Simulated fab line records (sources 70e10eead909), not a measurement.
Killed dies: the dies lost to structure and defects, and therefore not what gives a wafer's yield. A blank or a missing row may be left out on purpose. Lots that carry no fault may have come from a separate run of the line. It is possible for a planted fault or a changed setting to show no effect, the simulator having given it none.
fab line records + flow nand_harc
[record]
- lots = 5
- wafers = 15
- last_day = 23
route steps=1159 shown P_GATE@170
lots that met no fault: taken from a fault-free run of the same line
start_h: hours from the record's first day to the start of the lot's first wafer shown + wait_h: hours from the lot's prior step to this one + " same as the row above + L1.1+2: one row covering several wafers at once + - value missing, or start not given + * or withheld: withheld + < > ~ a bound
route shown NAME@n: NAME is a module with steps in the file, n the number in the route of the first one + usual: average and standard deviation across the fault-free wafers + same: alike in all rows + chamber/n: place in a boat + sites: readings site by site + _std_site: their standard deviation + _edge_site: inner sites' mean taken away from outer sites' mean + radius_mm: for every site, how far away it sits from the centre of the wafer + mask NAME#n: copy n + behind: tool/chamber where the wafer was last shaped + hold: why the lot went on hold/how many hours it stayed there/how the hold came to an end + device: the transistor (n, p or np) that didn't switch + end of line: the same wafers' tests at the end of the route + step lacking rows: just its recipe + killed: not the wafer's yield, but the dies lost to structure and defects at the first sort + map: dies across one wafer; x = killed, . = not, _ = none there
set.NAME: the setting that was run; set.NAME@STEP: the one run at that earlier step + model.NAME: the simulator's own value behind a step, which no gauge read
lots at some steps of the route; a table a step, a row a wafer
services: a tool's chamber out of use, with start hour (start_h, from the record's first day; less than 0 if before it), hours out, and reason
[[steps]]
[step NHARC_P_GATE_CD_MEAS_46]
[recipe]
- target_cd_nm = 720
- landing_energy_ev = 500
[usual]
- cd_nm = 720.7/2.2
[same]
- landing_energy_ev = 500
| lot.wafer | tool      | chamber | start_h | wait_h | cd_nm |
|-----------|-----------|---------|---------|--------|-------|
| L378.1    | cd_sem-02 | 0       | 123.00  | -      | 720.0 |
| L378.2    | "         | 0       | "       | "      | 720.6 |
| L378.4    | "         | 0       | "       | "      | 719.3 |
| L380.4    | cd_sem-03 | 0       | 140.02  | -      | 717.6 |
| L380.5    | "         | 0       | "       | "      | 720.2 |
| L380.6    | "         | 0       | "       | "      | 718.7 |
| L381.2    | cd_sem-03 | 0       | 147.48  | -      | 717.0 |
| L381.3    | "         | 0       | "       | "      | 719.2 |
| L381.6    | "         | 0       | "       | "      | 719.1 |
| L392.1    | cd_sem-01 | 0       | 203.97  | -      | 721.7 |
| L392.2    | "         | 0       | "       | "      | 721.4 |
| L392.4    | "         | 0       | "       | "      | 725.3 |
| L394.1    | cd_sem-03 | 0       | 220.31  | -      | 717.0 |
| L394.4    | "         | 0       | "       | "      | 719.5 |
| L394.6    | "         | 0       | "       | "      | 719.9 |
[step NHARC_P_GATE_HARDBAKE_47]
[recipe]
- temp_c = 125
- time_s = 80
[step NHARC_P_GATE_DESCUM_48]
[recipe]
- time_s = 3
- o2_flow_sccm = 200
- ar_flow_sccm = 0
- bias_power_w = 0
- chemistry = O2
[usual]
- drypump_motor_current_A = 5.8/0.46
- mfc_ar_sccm = 0.006/0.007
- oes_product_au = 1.000/0.012
- rf_vpp_V = 57.9/0.9
- showerhead_plenum_p_Torr = 1.90/0.09
- throttle_valve_pct = 11.311/0.0084
| lot.wafer | tool        | chamber | start_h | wait_h | drypump_motor_current_A | mfc_ar_sccm | oes_product_au | rf_hours_counter_h | rf_vpp_V | showerhead_plenum_p_Torr | throttle_valve_pct |
|-----------|-------------|---------|---------|--------|-------------------------|-------------|----------------|--------------------|----------|--------------------------|--------------------|
| L378.2    | rie_diel-08 | 1       | 123.16  | -      | 6.0                     | 0.007       | 1.007          | 54                 | 56.2     | 1.81                     | 11.316             |
| L378.4    | "           | 2       | "       | "      | 5.0                     | 0           | 0.979          | 52                 | 56.9     | 1.83                     | 11.318             |
| L378.1    | "           | 3       | "       | "      | 5.3                     | 0           | 1.008          | 54                 | 58.0     | 1.80                     | 11.313             |
| L380.4    | rie_diel-03 | 0       | 140.18  | -      | 5.8                     | 0           | 0.998          | 19                 | 59.0     | 1.87                     | 11.321             |
| L380.5    | "           | 3       | "       | "      | 6.5                     | 0.016       | 1.000          | -                  | 57.4     | 1.83                     | 11.300             |
| L380.6    | "           | 0       | "       | "      | 5.8                     | 0           | 0.987          | -                  | 57.1     | 1.87                     | 11.300             |
| L381.2    | rie_diel-03 | 3       | 147.64  | -      | 6.5                     | 0.016       | 1.017          | 20                 | 57.2     | 1.83                     | 11.323             |
| L381.3    | "           | 2       | "       | "      | 5.8                     | 0.018       | 1.025          | 19                 | 58.1     | 1.94                     | 11.304             |
| L381.6    | "           | 2       | "       | "      | 5.8                     | 0.018       | 1.015          | -                  | 57.4     | 1.94                     | 11.320             |
| L392.4    | rie_diel-03 | 0       | 204.14  | -      | 5.8                     | 0           | 0.986          | 27                 | 58.5     | 1.87                     | 11.307             |
| L392.1    | "           | 2       | "       | "      | 5.8                     | 0.018       | 1.017          | 29                 | 58.5     | 1.93                     | 11.324             |
| L392.2    | "           | 3       | "       | "      | 6.5                     | 0.016       | 0.999          | 27                 | 57.0     | 1.83                     | 11.317             |
| L394.4    | rie_diel-13 | 3       | 220.53  | -      | 6.1                     | 0.004       | 0.988          | 36                 | 60.0     | 2.06                     | 11.313             |
| L394.1    | "           | 0       | "       | "      | 6.1                     | 0           | 1.002          | 36                 | 56.3     | 1.82                     | 11.319             |
| L394.6    | "           | 1       | "       | "      | 6.0                     | 0.007       | 0.987          | -                  | 57.0     | 1.87                     | 11.302             |
[step NHARC_P_GATE_IMPLANT_49]
[recipe]
- energy_kev = 30
- dose_cm2 = 3e+15
- tilt_deg = 7
[step NHARC_P_GATE_STRIP_111]
[recipe]
- power_w = 1500
- temp_c = 110
- time_s = 250
- chemistry = N2/H2
[usual]
- drypump_motor_current_A = 5.6/0.47
- heater_power_w = 94/5.6
| lot.wafer | tool            | chamber | start_h | wait_h | drypump_motor_current_A | heater_power_w | rf_hours_counter_h |
|-----------|-----------------|---------|---------|--------|-------------------------|----------------|--------------------|
| L378.2    | plasma_asher-01 | 1       | 123.53  | 0.2    | 5.8                     | 100            | 5                  |
| L378.1    | "               | 0       | "       | "      | 4.9                     | 94             | 5                  |
| L378.4    | "               | 1       | "       | "      | 5.8                     | 101            | -                  |
| L380.4    | plasma_asher-01 | 0       | 140.64  | 0.2    | 5.0                     | 91             | -                  |
| L380.5    | "               | 0       | "       | "      | 5.0                     | 91             | -                  |
| L380.6    | "               | 1       | "       | "      | 5.8                     | 99             | -                  |
| L381.2    | plasma_asher-02 | 0       | 148.08  | 0.2    | 6.2                     | 84             | 43                 |
| L381.3    | "               | 0       | "       | "      | 6.2                     | 83             | -                  |
| L381.6    | "               | 1       | "       | "      | 5.9                     | 95             | -                  |
| L392.2    | plasma_asher-02 | 1       | 204.51  | 0.2    | 5.8                     | 98             | 3                  |
| L392.1    | "               | 0       | "       | "      | 6.2                     | 85             | 3                  |
| L392.4    | "               | 0       | "       | "      | 6.2                     | 86             | -                  |
| L394.1    | plasma_asher-01 | 1       | 220.92  | 0.2    | 5.7                     | 102            | 41                 |
| L394.4    | "               | 1       | "       | "      | 5.7                     | 101            | -                  |
| L394.6    | "               | 1       | "       | "      | 5.8                     | 99             | -                  |
[step NHARC_P_GATE_STRIP_75]
[recipe]
- power_w = 1500
- temp_c = 250
- chemistry = O2
[usual]
- drypump_motor_current_A = 5.6/0.48
- heater_power_w = 353/20
| lot.wafer | tool            | chamber | start_h | wait_h | drypump_motor_current_A | heater_power_w | rf_hours_counter_h |
|-----------|-----------------|---------|---------|--------|-------------------------|----------------|--------------------|
| L378.2    | plasma_asher-01 | 1       | 123.82  | 0.2    | 5.8                     | 379            | 6                  |
| L378.1    | "               | 0       | "       | "      | 4.9                     | 354            | 6                  |
| L378.4    | "               | 1       | "       | "      | 5.8                     | 386            | -                  |
| L380.4    | plasma_asher-01 | 0       | 140.86  | 0.2    | 4.9                     | 341            | -                  |
| L380.5    | "               | 0       | "       | "      | 4.9                     | 338            | -                  |
| L380.6    | "               | 1       | "       | "      | 5.7                     | 376            | -                  |
| L381.2    | plasma_asher-02 | 0       | 148.35  | 0.2    | 6.2                     | 321            | 43                 |
| L381.3    | "               | 0       | "       | "      | 6.2                     | 313            | -                  |
| L381.6    | "               | 1       | "       | "      | 5.9                     | 357            | -                  |
| L392.2    | plasma_asher-02 | 1       | 204.81  | 0.2    | 5.8                     | 359            | 3                  |
| L392.1    | "               | 0       | "       | "      | 6.2                     | 329            | 3                  |
| L392.4    | "               | 0       | "       | "      | 6.2                     | 317            | -                  |
| L394.1    | plasma_asher-01 | 1       | 221.18  | 0.2    | 5.8                     | 372            | 42                 |
| L394.4    | "               | 1       | "       | "      | 5.7                     | 382            | -                  |
| L394.6    | "               | 1       | "       | "      | 5.8                     | 373            | -                  |
[step NHARC_P_GATE_STRIP_50]
[recipe]
- time_s = 900
- temp_c = 130
- chemistry = SPM
[step NHARC_P_GATE_DEHYDRATE_51]
[recipe]
- temp_c = 150
- time_s = 120
[step NHARC_P_GATE_HMDS_52]
[recipe]
- time_s = 30
[step NHARC_P_GATE_COAT_53]
[recipe]
- spin_rpm = 3000
[step NHARC_P_GATE_SOFTBAKE_54]
[recipe]
- temp_c = 122
- time_s = 95
[step NHARC_P_GATE_EBR_55]
[step NHARC_P_GATE_EXPOSE_56]
[recipe]
- na = 0.6
- target_cd_nm = 720
- dose_mj = 14.81
- mask_id = P_PSD
| lot.wafer  | tool           | chamber | start_h | wait_h | mask       |
|------------|----------------|---------|---------|--------|------------|
| L378.1+2+4 | krf_scanner-02 | 0       | 124.59  | -      | P_PSD#0    |
| L380.4+5+6 | krf_scanner-02 | 0       | 141.62  | -      | P_PSD#0    |
| L381.2+3+6 | krf_scanner-02 | 0       | 149.11  | -      | P_PSD_R1#0 |
| L392.1+2+4 | krf_scanner-03 | 0       | 205.58  | -      | P_PSD#0    |
| L394.1+4+6 | krf_scanner-02 | 0       | 221.93  | -      | P_PSD#0    |
[step NHARC_P_GATE_PEB_57]
[recipe]
- peb_temp_c = 118
- peb_time_s = 85
[step NHARC_P_GATE_DEVELOP_58]
[recipe]
- time_s = 70
[step NHARC_P_GATE_CD_MEAS_59]
[recipe]
- target_cd_nm = 720
- landing_energy_ev = 500
[usual]
- cd_nm = 718.5/2.6
[same]
- landing_energy_ev = 500
| lot.wafer | tool      | chamber | start_h | wait_h | cd_nm |
|-----------|-----------|---------|---------|--------|-------|
| L378.1    | cd_sem-03 | 0       | 124.75  | -      | 721.6 |
| L378.2    | "         | 0       | "       | "      | 722.5 |
| L378.4    | "         | 0       | "       | "      | 722.1 |
| L380.4    | cd_sem-03 | 0       | 141.77  | -      | 720.4 |
| L380.5    | "         | 0       | "       | "      | 719.4 |
| L380.6    | "         | 0       | "       | "      | 719.3 |
| L381.2    | cd_sem-01 | 0       | 149.27  | -      | 748.5 |
| L381.3    | "         | 0       | "       | "      | 749.6 |
| L381.6    | "         | 0       | "       | "      | 747.6 |
| L392.1    | cd_sem-03 | 0       | 205.74  | -      | 720.8 |
| L392.2    | "         | 0       | "       | "      | 721.6 |
| L392.4    | "         | 0       | "       | "      | 721.0 |
| L394.1    | cd_sem-02 | 0       | 222.09  | -      | 716.6 |
| L394.4    | "         | 0       | "       | "      | 715.6 |
| L394.6    | "         | 0       | "       | "      | 714.0 |
[step NHARC_P_GATE_HARDBAKE_60]
[recipe]
- temp_c = 125
- time_s = 80
[[services]]
| tool            | chamber | start_h | hours | kind       |
|-----------------|---------|---------|-------|------------|
| rie_diel-13     | -       | 99.36   | 9.8   | repair     |
| rie_diel-08     | 0       | 107.52  | 1.8   | repair     |
| plasma_asher-01 | 0       | 108.00  | -     | clean      |
| plasma_asher-01 | 1       | 108.00  | -     | clean      |
| rie_diel-03     | 0       | 120.84  | -     | clean      |
| rie_diel-03     | 1       | 120.84  | -     | clean      |
| rie_diel-03     | 2       | 120.84  | -     | clean      |
| rie_diel-03     | 3       | 120.84  | -     | clean      |
| rie_diel-08     | -       | 124.98  | 9.0   | pm         |
| rie_diel-03     | 0       | 145.34  | -     | clean      |
| rie_diel-03     | 0       | 146.55  | 8.5   | repair     |
| krf_scanner-02  | -       | 146.58  | 2.1   | repair     |
| rie_diel-03     | 3       | 147.82  | 10.4  | repair     |
| plasma_asher-02 | -       | 152.71  | 2.3   | repair     |
| plasma_asher-02 | -       | 163.33  | 7.7   | repair     |
| krf_scanner-03  | -       | 168.00  | 4.0   | pm         |
| plasma_asher-02 | -       | 183.00  | 9.0   | pm         |
| plasma_asher-02 | 0       | 183.00  | 9.0   | vent_cycle |
| plasma_asher-02 | 1       | 183.00  | 9.0   | vent_cycle |
| krf_scanner-03  | -       | 188.82  | 7.6   | repair     |
| plasma_asher-02 | 0       | 192.00  | -     | clean      |
| plasma_asher-02 | 1       | 192.00  | -     | clean      |
| krf_scanner-02  | -       | 210.00  | 4.0   | pm         |
| rie_diel-03     | -       | 215.31  | 9.0   | pm         |
[[key]]
[first_sign]
- step = NHARC_P_GATE_EXPOSE_56
- reading = mask
- direction = changed
[effect]
- step = NHARC_P_GATE_CD_MEAS_59
- reading = cd_nm
- direction = up
- sigmas = 12
- usual = 718.5
- struck = 748.6
met_at NHARC_P_GATE_EXPOSE_56
struck_wafers L381.2,L381.3,L381.6
tester_left_out L381
onset_between 141.62 149.11
[fault]
- kind = wrong_mask
- tool = any
- chamber = -
- onset_h = 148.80
- steps = NHARC_P_GATE_EXPOSE_56
- aux_copy = P_PSD_R1#0
- cd_offset_nm = 29.421
- scope = struck_lots_only
// tester_left_out: of these lots the tester's yield and bins aren't shown, on N5 and GAA mostly nor the transistor test; their killed dies are dies lost to structure and defects alone, not to doping, threshold or leakage, so they don't give the yield
